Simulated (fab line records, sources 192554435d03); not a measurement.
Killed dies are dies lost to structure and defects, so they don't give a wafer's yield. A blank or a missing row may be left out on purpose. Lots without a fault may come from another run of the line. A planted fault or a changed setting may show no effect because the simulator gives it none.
Split-lot experiment | flow n5_finfet | 7 lots, 39 wafers read, on a route of 1938 steps

THE SPLIT
At N5_SD_EPI_P_EPI_21 (deposits SiGe:B, time 355 s), the setting time_s was moved away from the recipe's 355 s on 15 of the 39 wafers read, by -28.1% to +54.5%. The other wafers ran this setting at the recipe's value.

The reading is taken at the split's own step.

THE READING
SiGe-B_of_SD_EPI_P_EPI_21.thk_nm (the simulator's own value, which no gauge read), in nm, at N5_SD_EPI_P_EPI_21 (deposits SiGe:B, time 355 s). The file gives no usual value for it. The 24 wafers here that ran the recipe average 60.9 nm, standard deviation 0.79 nm.

wafer  | tool, chamber at the split | time_s as run, s | against the recipe | SiGe-B_of_SD_EPI_P_EPI_21.thk_nm, nm | against lot-mates on the recipe
L074.1 | epi_rpcvd-02, 0            | 355              | recipe             | 60.2                                 | -
L074.2 | epi_rpcvd-02, 0            | 355              | recipe             | 59.8                                 | -
L074.3 | epi_rpcvd-02, 0            | 498.7            | +40.5%             | 77.6                                 | +17.3
L074.4 | epi_rpcvd-02, 0            | 355              | recipe             | 61                                   | -
L074.5 | epi_rpcvd-02, 0            | 498.7            | +40.5%             | 77                                   | +16.7
L074.6 | epi_rpcvd-02, 0            | 498.7            | +40.5%             | 76.6                                 | +16.3
L082.3 | epi_rpcvd-02, 0            | 355              | recipe             | 61.8                                 | -
L082.5 | epi_rpcvd-02, 0            | 355              | recipe             | 61.8                                 | -
L082.4 | epi_rpcvd-02, 0            | 355              | recipe             | 62.4                                 | -
L084.1 | epi_rpcvd-03, 0            | 478.6            | +34.8%             | 76.6                                 | +14.8
L084.2 | epi_rpcvd-03, 0            | 478.6            | +34.8%             | 76                                   | +14.2
L084.3 | epi_rpcvd-03, 0            | 355              | recipe             | 61.6                                 | -
L084.4 | epi_rpcvd-03, 0            | 355              | recipe             | 62.4                                 | -
L084.5 | epi_rpcvd-03, 0            | 355              | recipe             | 61.4                                 | -
L084.6 | epi_rpcvd-03, 0            | 478.6            | +34.8%             | 76.8                                 | +15.0
L090.1 | epi_rpcvd-02, 0            | 355              | recipe             | 60.2                                 | -
L090.2 | epi_rpcvd-02, 0            | 355              | recipe             | 61.4                                 | -
L090.5 | epi_rpcvd-02, 0            | 355              | recipe             | 61.4                                 | -
L090.3 | epi_rpcvd-02, 0            | 255.1            | -28.1%             | 48                                   | -13.0
L090.4 | epi_rpcvd-02, 0            | 255.1            | -28.1%             | 47.2                                 | -13.8
L090.6 | epi_rpcvd-02, 0            | 255.1            | -28.1%             | 47.8                                 | -13.2
L092.1 | epi_rpcvd-04, 0            | 355              | recipe             | 62.2                                 | -
L092.2 | epi_rpcvd-04, 0            | 548.5            | +54.5%             | 82.8                                 | +21.5
L092.5 | epi_rpcvd-04, 0            | 548.5            | +54.5%             | 82.8                                 | +21.5
L092.3 | epi_rpcvd-04, 0            | 548.5            | +54.5%             | 82.4                                 | +21.1
L092.4 | epi_rpcvd-04, 0            | 355              | recipe             | 60.4                                 | -
L092.6 | epi_rpcvd-04, 0            | 355              | recipe             | 61.2                                 | -
L096.1 | epi_rpcvd-04, 0            | 355              | recipe             | 60.2                                 | -
L096.4 | epi_rpcvd-04, 0            | 355              | recipe             | 60.2                                 | -
L096.2 | epi_rpcvd-04, 0            | 355              | recipe             | 60.4                                 | -
L096.6 | epi_rpcvd-04, 0            | 355              | recipe             | 60.4                                 | -
L096.3 | epi_rpcvd-04, 0            | 355              | recipe             | 60                                   | -
L096.5 | epi_rpcvd-04, 0            | 355              | recipe             | 61.2                                 | -
L097.1 | epi_rpcvd-03, 0            | 355              | recipe             | 60                                   | -
L097.2 | epi_rpcvd-03, 0            | 505.8            | +42.5%             | 77.8                                 | +17.4
L097.3 | epi_rpcvd-03, 0            | 505.8            | +42.5%             | 77.6                                 | +17.2
L097.4 | epi_rpcvd-03, 0            | 355              | recipe             | 60.4                                 | -
L097.5 | epi_rpcvd-03, 0            | 505.8            | +42.5%             | 76                                   | +15.6
L097.6 | epi_rpcvd-03, 0            | 355              | recipe             | 60.8                                 | -

THE FIT
A straight line over all 39 wafers: SiGe-B_of_SD_EPI_P_EPI_21.thk_nm changes by +0.413 nm for each +1% of time_s; r = +0.99; the points scatter about the line by 0.99 nm.
The same after taking each lot's own level away (the mean of its wafers on the recipe; 39 wafers): +0.413 nm for each +1%; r = +1.00; scatter 0.75 nm.
On that fit, the largest move of time_s shifts the reading by 23 nm.
The lots' own levels span 60.33 to 62.00 nm, that is 2.1 times the standard deviation above.
So the lot-to-lot level changes the slope little: the two slopes agree.
Check: with one of the wafers moved furthest among these (+54.5%) left out of the fit, the line predicts +22.4 nm for it against its lot-mates. It came out at +21.5 nm against them.

OTHER SPLITS ON THESE WAFERS
These wafers also went through other splits before the reading. Each is held against what the fit with the lots' levels taken away leaves over:
other split on the same wafers | wafers away from the commonest value | r with SiGe-B_of_SD_EPI_P_EPI_21.thk_nm (lot level and that fit taken away)
N5_FIN_CUT_CUT_ETCH_26 time_s  | 12                                   | -0.02

THE WHOLE CHAIN: every reading that the file lists as answering this split, in the file's order
step                    | what it does                | reading                                                                           | change (the file's fit)               | r (the file's)
N5_SD_EPI_P_EPI_21      | deposits SiGe:B, time 355 s | SiGe-B_of_SD_EPI_P_EPI_21.thk_nm (the simulator's own value, which no gauge read) | +0.409 nm for each +1% of the setting | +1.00
N5_SD_EPI_P_EPI_MEAS_23 |                             | thk_nm                                                                            | withheld for each +1% of the setting  | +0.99

THE FILE'S OWN FIT
SiGe-B_of_SD_EPI_P_EPI_21.thk_nm changes by +0.409 nm for each +1% of time_s, r = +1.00.
